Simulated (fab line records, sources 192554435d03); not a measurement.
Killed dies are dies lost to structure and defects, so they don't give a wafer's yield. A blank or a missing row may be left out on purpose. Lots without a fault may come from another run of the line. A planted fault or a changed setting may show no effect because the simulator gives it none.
Which tool did it? | flow n5_finfet | 13 lots, 37 wafers sampled, at 4 steps of a route of 1938

WHAT THE GAUGES READ, wafer by wafer
N5_BEOL_M5_CD_MEAS_11: target cd 27.74 nm. Usual: cd_nm 27.99 nm, standard deviation 0.28.
lot  | measured     | on        | cd_nm (nm)        | flag
L578 | day 8 17:44  | cd_sem-03 | 28.02 27.82 28.24 |
L577 | day 8 21:05  | cd_sem-02 | 28.23 27.88 28.15 |
L579 | day 9 00:55  | cd_sem-03 | 28.40 28.50 27.28 |
L581 | day 9 16:36  | cd_sem-01 | 27.61 27.63 27.91 |
L583 | day 10 05:08 | cd_sem-02 | 28.03 28.21 28.44 |
L586 | day 11 00:32 | cd_sem-03 | 27.48 27.76 27.32 |
L585 | day 11 07:04 | cd_sem-01 | 27.89 27.75 27.24 |
L587 | day 11 09:06 | cd_sem-02 | 28.07 28.21 28.01 |
L589 | day 11 12:16 | cd_sem-03 | 27.96 28.27       |
L591 | day 12 04:28 | cd_sem-01 | 28.03 28.14 27.61 |
L592 | day 12 04:31 | cd_sem-03 | 28.47 28.42 28.09 |
L594 | day 12 15:26 | cd_sem-02 | 28.00 28.06       |
L598 | day 14 05:53 | cd_sem-01 | 27.80 27.86 28.18 |

WHICH TOOL RAN EACH LOT (tool, then ch and the chambers of the sampled wafers, then the start)
lot  | N5_BEOL_M4_SPUTTER_94        | N5_BEOL_M4_ANNEAL_51             | N5_BEOL_M5_COAT_60
L578 | pvd_sputter-01, day 8 14:08  | rtp_anneal-02 ch 0, day 8 14:36  | litho_track-05 ch 0, day 8 17:28
L577 | pvd_sputter-03, day 8 16:48  | rtp_anneal-02 ch 0, day 8 17:19  | litho_track-05 ch 0, day 8 20:49
L579 | pvd_sputter-03, day 8 19:43  | rtp_anneal-01 ch 0, day 8 20:09  | litho_track-04 ch 0, day 9 00:40
L581 | pvd_sputter-02, day 9 11:26  | rtp_anneal-02 ch 0, day 9 11:56  | litho_track-05 ch 0, day 9 16:20
L583 | pvd_sputter-02, day 10 00:27 | rtp_anneal-02 ch 0, day 10 00:52 | litho_track-05 ch 0, day 10 04:52
L586 | pvd_sputter-02, day 10 20:26 | rtp_anneal-01 ch 0, day 10 21:32 | litho_track-05 ch 0, day 11 00:07
L585 | pvd_sputter-01, day 11 03:28 | rtp_anneal-02 ch 0, day 11 03:52 | litho_track-05 ch 0, day 11 06:40
L587 | pvd_sputter-02, day 11 05:00 | rtp_anneal-01 ch 0, day 11 05:25 | litho_track-05 ch 0, day 11 08:41
L589 | pvd_sputter-03, day 11 08:28 | rtp_anneal-02 ch 0, day 11 08:56 | litho_track-05 ch 0, day 11 12:01
L591 | pvd_sputter-02, day 12 00:07 | rtp_anneal-01 ch 0, day 12 00:35 | litho_track-05 ch 0, day 12 04:05
L592 | pvd_sputter-01, day 12 00:10 | rtp_anneal-02 ch 0, day 12 00:38 | litho_track-03 ch 0, day 12 04:13
L594 | pvd_sputter-03, day 12 09:40 | rtp_anneal-01 ch 0, day 12 10:08 | litho_track-05 ch 0, day 12 15:03
L598 | pvd_sputter-01, day 13 23:46 | rtp_anneal-02 ch 0, day 14 00:16 | litho_track-04 ch 0, day 14 05:37
- N5_BEOL_M4_SPUTTER_94: material Cu, target thk 4.5 nm, time 8.29 s.
- N5_BEOL_M4_ANNEAL_51: time 90 s.
- N5_BEOL_M5_COAT_60: time 60 s, resist thk 12 nm.

WHAT THE TOOLS THEMSELVES READ (means of the sampled wafers that have a number; where no wafer has one, the mark that the record gives instead)
N5_BEOL_M4_SPUTTER_94. Usual: throttle_valve_pct 30.3 %, standard deviation 0.93.
lot  | tool           | throttle_valve_pct (%) | flag
L578 | pvd_sputter-01 | 30.5                   |
L577 | pvd_sputter-03 | 29.7                   |
L579 | pvd_sputter-03 | 29.3                   |
L581 | pvd_sputter-02 | 29.9                   |
L583 | pvd_sputter-02 | 30.3                   |
L586 | pvd_sputter-02 | 29.9                   |
L585 | pvd_sputter-01 | 30.0                   |
L587 | pvd_sputter-02 | 30.4                   |
L589 | pvd_sputter-03 | 30.9                   |
L591 | pvd_sputter-02 | 30.2                   |
L592 | pvd_sputter-01 | 30.3                   |
L594 | pvd_sputter-03 | 29.9                   |
L598 | pvd_sputter-01 | 29.4                   |

N5_BEOL_M4_ANNEAL_51. Usual: wafer_temp_C_max 226.1, standard deviation 0.58.
lot  | tool          | wafer_temp_C_max | flag
L578 | rtp_anneal-02 | 226.7            |
L577 | rtp_anneal-02 | 226.7            |
L579 | rtp_anneal-01 | 225.5            |
L581 | rtp_anneal-02 | 226.7            |
L583 | rtp_anneal-02 | 226.5            |
L586 | rtp_anneal-01 | 225.4            |
L585 | rtp_anneal-02 | 226.5            |
L587 | rtp_anneal-01 | 225.6            |
L589 | rtp_anneal-02 | 226.4            |
L591 | rtp_anneal-01 | 225.7            |
L592 | rtp_anneal-02 | 226.8            |
L594 | rtp_anneal-01 | 225.4            |
L598 | rtp_anneal-02 | 226.8            |

N5_BEOL_M5_COAT_60. Usual: run_length_s 66.03 s, standard deviation 0.13; spin_speed_rpm 1500.0 rpm, standard deviation 0.94.
lot  | tool           | run_length_s (s) | spin_speed_rpm (rpm) | flag
L578 | litho_track-05 | 66.06            | 1499.4               |
L577 | litho_track-05 | 66.08            | 1499.4               |
L579 | litho_track-04 | 66.13            | 1499.2               |
L581 | litho_track-05 | 66.03            | 1500.1               |
L583 | litho_track-05 | 66.05            | 1499.7               |
L586 | litho_track-05 | 66.04            | 1500.0               |
L585 | litho_track-05 | 65.99            | 1499.7               |
L587 | litho_track-05 | 66.03            | 1500.2               |
L589 | litho_track-05 | 73.04            | 1500.9               | OFF
L591 | litho_track-05 | 75.34            | 1500.8               | OFF
L592 | litho_track-03 | 65.79            | 1500.5               |
L594 | litho_track-05 | 73.01            | 1501.0               | OFF
L598 | litho_track-04 | 66.10            | 1499.5               |

THE ANSWER, worked out from the rows above alone
Rule: a lot is off if the mean of its wafers that have a number lies more than 3 standard deviations from the usual mean. A lot without any number at a reading at which 4 lots or more have one is off too. The other lots that the step has rows for count as sound. The gauges are gone through in route order, then the tools' own readings, and for those a lot's mean is taken as printed above. The first step at which some lot is off is used, and at that step the reading that is off furthest; a lot without a number counts as furthest.
Off: L589, L591, L594, at N5_BEOL_M5_COAT_60 (run_length_s).
A tool fits if, at that step or a process step before it, it ran every lot that is off, and no sound lot after the first of them. One fits: litho_track-05 at N5_BEOL_M5_COAT_60. Its last sound lot is L587 (day 11 08:41), its first lot that is off L589 (day 11 12:01): a fault that began between those two fits.
The tool's own readings at N5_BEOL_M5_COAT_60 bear it out: on the lots that are off they differ by more than 5 times the standard deviation of the sound lots' means. run_length_s reads 73.80 s there against 66.03 s on the sound lots.

WHAT THE SIMULATOR HAD PUT IN
Process parameter drift: litho_track-05, from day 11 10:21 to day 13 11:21, at N5_BEOL_M5_COAT_60. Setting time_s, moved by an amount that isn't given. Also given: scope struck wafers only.
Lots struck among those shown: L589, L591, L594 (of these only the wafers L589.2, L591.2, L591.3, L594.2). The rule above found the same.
